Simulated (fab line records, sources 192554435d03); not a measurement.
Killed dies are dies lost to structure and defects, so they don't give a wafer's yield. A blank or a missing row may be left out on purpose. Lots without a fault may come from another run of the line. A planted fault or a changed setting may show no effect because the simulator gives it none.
A struck lot beside a sound one | flow n5_finfet | 39 steps out of a route of 1938
Sound: wafers L946.3, L946.5, L946.6. Struck: wafer L945.3. (L945.2, L945.4 of the same lot were not struck and are left out.) The cause comes at the end.
At each step with rows: each side's tool, then ch and its chambers, then its first start. Under that, the readings that differ: sound wafers | struck wafers | difference of the means | sigmas: that difference in standard deviations of wafers without a fault.
alike: readings whose means differ by less than 2 such deviations, and words and numbers that are the same on both sides. not compared: withheld readings, readings that some wafer has no value for, bounds like >300 that may hide the same value, and numbers for which the record gives no deviation and whose values overlap.
The two part at a step that has a row with sigmas, a row that says differs or no value, or rows on one side only. Numbers that don't overlap but have no deviation are shown without sigmas and don't part them. A reading that every wafer of one side lacks parts them only if that side has two wafers or more.

first, 9 steps without rows for these wafers: N5_BEOL_M14_SOFTBAKE_23 (time 60 s); N5_BEOL_M14_EXPOSE_25 (exposes mask M14, target cd 280 nm); N5_BEOL_M14_PEB_26 (peb time 90 s); N5_BEOL_M14_DEVELOP_27 (develop time 45 s); N5_BEOL_M14_HARDBAKE_32 (time 120 s); N5_BEOL_M14_DESCUM_33 (chemistry O2, time 7.9 s); N5_BEOL_M14_ETCH_67 (etches SiARC in CF4, target depth 143 nm, time 238.3 s); N5_BEOL_M14_ETCH_68 (etches SOC in N2/H2, time 450 s); N5_BEOL_M14_STRIP_69 (strips in N2/H2).
N5_BEOL_M14_TRENCH_ETCH_34: etches SiO2 in C4F8/O2/Ar, target depth 556.65 nm, time 126.9 s.
  sound on rie_diel-03 ch 0,1,2, day 15 17:55; struck on rie_diel-01 ch 2, day 15 06:26
  reading                  | sound             | struck | difference | sigmas
  model.etch.depth_nm (nm) | 543.5 539.9 542.3 | 469.2  | -72.7      |
  alike: chamber_pressure_mTorr, drypump_motor_current_A, oes_product_au, rf_vpp_V, showerhead_plenum_p_Torr, throttle_valve_pct
  not compared: rf_fwd_power_W, rf_hours_counter_h
then, 1 step without rows for these wafers: N5_BEOL_M14_STRIP_70 (strips in C4F8/O2/Ar).
N5_BEOL_M14_OCD_MEAS_35:
  sound on ocd-01, day 15 18:04; struck on ocd-01, day 15 06:35
  reading              | sound       | struck | difference | sigmas
  trench_depth_nm (nm) | 543 540 542 | 469    | -73        | -5
then, 11 steps without rows for these wafers: N5_BEOL_M14_STRIP_37 (strips in O2); N5_BEOL_M14_ETCH_38 (etches SiCN in CF4/N2, target depth 106.5 nm, time 120.6 s); N5_BEOL_M14_PRECLEAN_39 (cleans in residue remover, time 60 s); N5_BEOL_M14_SRD_40 (time 30 s, dry time 30 s); N5_BEOL_M14_DEGAS_41 (time 60 s); N5_BEOL_M14_PRE_CLEAN_42 (time 30 s); N5_BEOL_M14_SPUTTER_43 (material TaN, target thk 15 nm, time 24.19 s); N5_BEOL_M14_SPUTTER_44 (material Ta, target thk 15 nm, time 24.19 s); N5_BEOL_M14_SPUTTER_45 (material Cu, target thk 100 nm, time 16.67 s); N5_BEOL_M14_ECD_47 (material Cu, target thk 1248 nm); N5_BEOL_M14_ANNEAL_48 (time 90 s).
N5_BEOL_M14_CMP_49: polishes, stops on SiO2, t overpolish 5.2 s, target thk 560 nm.
  sound on cmp-04 ch 0,1, day 15 20:00; struck on cmp-03 ch 2, day 15 09:40
  reading                                 | sound             | struck | difference | sigmas
  barrier_field_endpoint_s (s)            | 11.16 11.12 11.00 | 11.84  | +0.75      | +3
  time_to_endpoint_s (s)                  | 120 119 118       | 128    | +9         | +2
  model.Cu_of_BEOL_M14_ECD_47.thk_nm (nm) | 549 545.2 547.4   | 473.2  | -74.0      |
  alike: motor_current_A, overpolish_run_s, slurry_filter_dp_kPa
N5_BEOL_M14_THK_MEAS_50: measures by xrf.
  sound on film_metro-01, day 15 20:16; struck on film_metro-02, day 15 09:58
  reading      | sound       | struck | difference | sigmas
  M14_THK (nm) | 532 534 533 | 460    | -73        | -5
then, 2 steps without rows for these wafers: N5_BEOL_M14_PRE_CLEAN_52 (time 15 s); N5_BEOL_M14_DEP_53 (deposits SiCN from 3MS/NH3, target thk 50 nm, time 17.8 s).
N5_BEOL_M14_RS_MEAS_54: measures by four-point-probe.
  sound on film_metro-01, day 15 20:23; struck on film_metro-01, day 15 10:05
  reading         | sound                | struck | difference | sigmas
  M14_RS (ohm/sq) | 0.0340 0.0342 0.0340 | 0.0395 | +0.0054    | +6
then, 9 steps without rows for these wafers: N5_BEOL_M15_ILD_DEP_00 (deposits SiO2 from TEOS/O2, target thk 1629.3 nm, time 346.1 s); N5_BEOL_M15_COAT_58 (time 60 s, resist thk 89 nm); N5_BEOL_M15_COAT_04 (resist thk 800 nm); N5_BEOL_M15_EBR_06; N5_BEOL_M15_SOFTBAKE_05 (time 60 s); N5_BEOL_M15_EXPOSE_07 (exposes mask V14); N5_BEOL_M15_PEB_08 (peb time 90 s); N5_BEOL_M15_DEVELOP_09 (develop time 45 s); N5_BEOL_M15_HARDBAKE_14 (time 120 s).
N5_BEOL_M15_RC_MEAS_101:
  sound on prober-02 ch 0, day 16 01:21; struck on prober-02 ch 0, day 15 15:41
  reading                    | sound                   | struck  | difference | sigmas
  COMB_M15 (S/m)             | 2.6e-12 1.9e-12 2.5e-12 | 3.3e-12 | +9.7e-13   | +2
  COMB_M7 (S/m)              | 2.5e-11 2.3e-11 2.9e-11 | 4e-11   | +1e-11     | +3
  SERP_M11 (ohm/um)          | 3.10 3.12 3.03          | 2.90    | -0.18      | -2
  SERP_M14 (ohm/um)          | 0.161 0.165 0.158       | 0.190   | +0.029     | +6
  SERP_M14_max_site (ohm/um) | 0.164 0.166 0.161       | 0.194   | +0.030     | +6
  SERP_M6 (ohm/um)           | 14.4 14.9 14.8          | 13.5    | -1.2       | -2
  alike: COMB_M10, COMB_M11, COMB_M12, COMB_M13, COMB_M14, COMB_M14_max_site, COMB_M5, COMB_M6, COMB_M7_max_site, COMB_M8, COMB_M9, SERP_M10, SERP_M12, SERP_M12_max_site, SERP_M13, SERP_M13_max_site, SERP_M5, SERP_M7, SERP_M8, SERP_M8_max_site, SERP_M9
N5_PASSIVATION_PROBE_49:
  sound on prober-01, day 16 16:17; struck on prober-01, day 16 08:03
  reading                | sound    | struck | difference | sigmas
  killed_at_M4_up        | 19 21 32 | 6      | -18        | -3
  sort_bin_4_leakage (%) | 0.08 0 0 | 0      | +0         | -3
  alike: defect_limited_yield, killed_at_M0_to_M3, killed_at_contacts, killed_at_front_end, killed_at_other, killed_dies, killed_open, killed_short, sort_bin_5_function, sort_bin_6_memory, sort_n_pass, sort_yield_pct

WHERE THEY PART
First at N5_BEOL_M14_OCD_MEAS_35; last, within this record, at N5_PASSIVATION_PROBE_49.

WHY: what the simulator had put in
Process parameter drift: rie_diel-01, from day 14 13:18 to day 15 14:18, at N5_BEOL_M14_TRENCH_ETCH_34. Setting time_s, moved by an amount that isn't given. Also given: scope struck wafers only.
